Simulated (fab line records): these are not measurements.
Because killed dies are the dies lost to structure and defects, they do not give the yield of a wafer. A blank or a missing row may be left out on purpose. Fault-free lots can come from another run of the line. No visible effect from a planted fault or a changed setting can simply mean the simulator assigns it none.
Split-lot study + flow n5_finfet + 39 wafers read across 7 lots, on a route 1938 steps long

SPLIT DETAILS
At N5_MOL_CONTACT_COAG_ALD_27 (deposits SiOC, target thk 17 nm, pulse time 1.5 s, time 2720 s), the setting ald_cycles was moved away from the recipe's 340 on 15 of the 39 wafers read, by -15.6% to +13.5%. The other wafers ran this setting at the recipe's value.

The split's own step is where the reading is taken.

THE READING
SiOC_of_MOL_CONTACT_COAG_ALD_27.thk_nm (the simulator's own value, which no gauge read), in nm, at N5_MOL_CONTACT_COAG_ALD_27 (deposits SiOC, target thk 17 nm, pulse time 1.5 s, time 2720 s). The file gives no usual value for it. Across the 24 wafers here that went through the recipe, the average is 17.0 nm and the standard deviation 0.11 nm.

| wafer  | tool, chamber at the split | ald_cycles as run | against the recipe | SiOC_of_MOL_CONTACT_COAG_ALD_27.thk_nm, nm | against lot-mates on the recipe |
|--------|----------------------------|-------------------|--------------------|--------------------------------------------|---------------------------------|
| L074.1 | ald_sin-01, 3,0,0          | 340               | recipe             | 17                                         | -                               |
| L074.4 | ald_sin-01, 3,0,0          | 340               | recipe             | 17                                         | -                               |
| L074.5 | ald_sin-01, 3,0,0          | 340               | recipe             | 17                                         | -                               |
| L076.1 | ald_sin-03, 1,3            | 340               | recipe             | 17.2                                       | -                               |
| L076.2 | ald_sin-03, 1,3            | 340               | recipe             | 17.2                                       | -                               |
| L076.3 | ald_sin-03, 2,0,3,0        | 340               | recipe             | 17                                         | -                               |
| L076.4 | ald_sin-03, 2,0,3,0        | 340               | recipe             | 17                                         | -                               |
| L076.5 | ald_sin-03, 2,0,3,0        | 340               | recipe             | 17                                         | -                               |
| L076.6 | ald_sin-03, 2,0,3,0        | 340               | recipe             | 17                                         | -                               |
| L077.1 | ald_sin-01, 2              | 340               | recipe             | 17                                         | -                               |
| L077.6 | ald_sin-01, 2              | 340               | recipe             | 17                                         | -                               |
| L077.2 | ald_sin-01, 3              | 304               | -10.6%             | 15.2                                       | -1.7                            |
| L077.3 | ald_sin-01, 0              | 340               | recipe             | 16.8                                       | -                               |
| L077.4 | ald_sin-01, 1,3            | 304               | -10.6%             | 15                                         | -1.9                            |
| L077.5 | ald_sin-01, 1,3            | 304               | -10.6%             | 15                                         | -1.9                            |
| L079.1 | ald_sin-01, 3,1            | 287               | -15.6%             | 14.2                                       | -2.7                            |
| L079.6 | ald_sin-01, 3,1            | 287               | -15.6%             | 14.2                                       | -2.7                            |
| L079.2 | ald_sin-01, 0              | 340               | recipe             | 16.8                                       | -                               |
| L079.3 | ald_sin-01, 2              | 287               | -15.6%             | 14.4                                       | -2.5                            |
| L079.4 | ald_sin-01, 1,0            | 340               | recipe             | 17                                         | -                               |
| L079.5 | ald_sin-01, 1,0            | 340               | recipe             | 17                                         | -                               |
| L081.1 | ald_sin-04, 0              | 340               | recipe             | 17                                         | -                               |
| L081.2 | ald_sin-04, 1              | 364               | +7.1%              | 18.2                                       | +1.1                            |
| L081.3 | ald_sin-04, 2              | 364               | +7.1%              | 18.4                                       | +1.3                            |
| L081.6 | ald_sin-04, 2              | 364               | +7.1%              | 18.4                                       | +1.3                            |
| L081.4 | ald_sin-04, 3              | 340               | recipe             | 17.2                                       | -                               |
| L081.5 | ald_sin-04, 3              | 340               | recipe             | 17.2                                       | -                               |
| L088.1 | ald_sin-03, 3,0,2          | 386               | +13.5%             | 19.4                                       | +2.3                            |
| L088.3 | ald_sin-03, 3,0,2          | 386               | +13.5%             | 19.4                                       | +2.3                            |
| L088.4 | ald_sin-03, 3,0,2          | 386               | +13.5%             | 19.4                                       | +2.3                            |
| L088.2 | ald_sin-03, 1,2            | 340               | recipe             | 17                                         | -                               |
| L088.6 | ald_sin-03, 1,2            | 340               | recipe             | 17                                         | -                               |
| L088.5 | ald_sin-03, 1              | 340               | recipe             | 17.2                                       | -                               |
| L091.1 | ald_sin-03, 0,2            | 357               | +5.0%              | 18                                         | +0.9                            |
| L091.6 | ald_sin-03, 0,2            | 357               | +5.0%              | 18                                         | +0.9                            |
| L091.2 | ald_sin-03, 1              | 340               | recipe             | 17                                         | -                               |
| L091.5 | ald_sin-03, 1              | 340               | recipe             | 17                                         | -                               |
| L091.3 | ald_sin-03, 3              | 357               | +5.0%              | 17.8                                       | +0.7                            |
| L091.4 | ald_sin-03, 2              | 340               | recipe             | 17.2                                       | -                               |
Rows listing several chambers each stand for several wafers; the file does not say which wafer went through which chamber.

THE FIT
A straight line over all 39 wafers: SiOC_of_MOL_CONTACT_COAG_ALD_27.thk_nm changes by +0.179 nm for each +1% of ald_cycles; r = +1.00; the points scatter about the line by 0.11 nm.
The same after taking each lot's own level away (the mean of its wafers on the recipe; 39 wafers): +0.172 nm for each +1%; r = +1.00; scatter 0.09 nm.
On that fit, the largest move of ald_cycles shifts the reading by 2.7 nm.
The span of the lots' own levels, 16.93 to 17.13 nm, comes to 1.8 times the standard deviation stated above.
The two slopes agree, so the slope changes little with the lot-to-lot level.
Check: with one of the wafers moved furthest among these (-15.6%) left out of the fit, the line predicts -2.68 nm for it against its lot-mates. It came out at -2.73 nm against them.

FURTHER SPLITS ON THESE WAFERS
Other splits were also applied to these wafers ahead of the reading. Each is held against what the fit with the lots' levels taken away leaves over:
| other split on the same wafers | wafers away from the commonest value | r with SiOC_of_MOL_CONTACT_COAG_ALD_27.thk_nm (lot level and that fit taken away) |
|--------------------------------|--------------------------------------|-----------------------------------------------------------------------------------|
| N5_FIN_SAQP_ETCH_65 time_s     | 15                                   | +0.06                                                                             |
| N5_DUMMY_GATE_ETCH_42 bias_w   | 15                                   | +0.16                                                                             |
| N5_SD_EPI_P_EPI_21 time_s      | 9                                    | -0.10                                                                             |

FILE'S OWN FIT
SiOC_of_MOL_CONTACT_COAG_ALD_27.thk_nm changes by +0.172 nm for each +1% of ald_cycles, r = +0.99.
